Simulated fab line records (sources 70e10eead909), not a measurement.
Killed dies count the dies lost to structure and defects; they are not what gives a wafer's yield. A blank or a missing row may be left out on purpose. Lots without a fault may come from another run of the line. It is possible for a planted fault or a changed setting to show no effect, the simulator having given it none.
Which tool is to blame? + flow nand-harc + 18 wafers from 6 lots sampled at 6 of the route's 1159 steps

== WHAT THE GAUGES SHOWED, per wafer ==
NHARC_END_SORT_01.
| lot  | measured     | on        | defect-limited-yield (%) |
|------|--------------|-----------|--------------------------|
| L760 | day 21 16:08 | prober-02 | 95.6 95.0                |
| L765 | day 22 08:37 | prober-01 | 92.5                     |

== WHAT TOOL EACH LOT RAN ON (gives the tool, then ch and the chambers of the sampled wafers, and finally the start) ==
| lot  | NHARC_P_M0_PVD_20                      | NHARC_P_M0_ECD_22             | NHARC_P_M0_ANNEAL_30            | NHARC_P_M0_CMP_23            | NHARC_P_M0_PRE_CLEAN_31        |
|------|----------------------------------------|-------------------------------|---------------------------------|------------------------------|--------------------------------|
| L755 | pvd-sputter-01, day 6 09:41 or earlier | ecd-cu-01 ch 0,1, day 6 09:41 | rtp-anneal-02 ch 0, day 6 10:04 | cmp-01 ch 0,1,3, day 6 10:25 | pecvd-04 ch 0,1, day 6 10:57   |
| L757 | pvd-sputter-02, day 6 15:35 or earlier | ecd-cu-01 ch 0,1, day 6 15:35 | rtp-anneal-01 ch 0, day 6 15:54 | cmp-03 ch 0,1,3, day 6 16:19 | pecvd-02 ch 0,1,2, day 6 16:53 |
| L761 | pvd-sputter-01, day 7 14:16 or earlier | ecd-cu-02 ch 0,1, day 7 14:16 | rtp-anneal-02 ch 0, day 7 14:45 | cmp-02 ch 1,2,3, day 7 15:20 | pecvd-04 ch 0,1,2, day 7 15:58 |
| L760 | pvd-sputter-02, day 7 15:11 or earlier | ecd-cu-02 ch 0,1, day 7 15:11 | rtp-anneal-02 ch 0, day 7 15:32 | cmp-03 ch 1,2,3, day 7 16:14 | pecvd-04 ch 0,1,2, day 7 16:43 |
| L765 | pvd-sputter-01, day 9 04:00 or earlier | ecd-cu-01 ch 0,1, day 9 04:00 | rtp-anneal-01 ch 0, day 9 04:26 | cmp-03 ch 0,2,3, day 9 04:43 | pecvd-02 ch 0,1,2, day 9 05:16 |
| L769 | pvd-sputter-03, day 9 22:38 or earlier | ecd-cu-02 ch 0,1, day 9 22:38 | rtp-anneal-02 ch 0, day 9 22:58 | cmp-01 ch 0,1, day 9 23:19   | pecvd-04 ch 0,1, day 9 23:51   |
- NHARC_P_M0_PVD_20: deposits TaN, target thk 5 nm, time 8.06 s.
- NHARC_P_M0_ECD_22: material Cu, target thk 400 nm.
- NHARC_P_M0_ANNEAL_30: time 90 s.
- NHARC_P_M0_CMP_23: polishes, t overpolish 20 s, target thk 117.53 nm.
- NHARC_P_M0_PRE_CLEAN_31: time 12 s.

== THE ANSWER, worked out from the rows above alone ==
Rule: the lots themselves supply what counts as usual. Put in order of their means at a reading, lots are off if they are a third of the lots or fewer, leave a main group of 4 or more, and stand apart from it by a gap of 3 or more times the standard deviation of the main group's means; of several such gaps the widest counts. A main group is skipped when, at the precision printed for the reading in the tables above, its means are all equal. Also off: a lot with no number at a reading for which 4 or more lots have one. The other lots that the step has rows for count as sound.
Across all readings shown, no lot is off: no conclusion can be drawn from this.

== WHAT THE SIMULATOR HAD PUT IN ==
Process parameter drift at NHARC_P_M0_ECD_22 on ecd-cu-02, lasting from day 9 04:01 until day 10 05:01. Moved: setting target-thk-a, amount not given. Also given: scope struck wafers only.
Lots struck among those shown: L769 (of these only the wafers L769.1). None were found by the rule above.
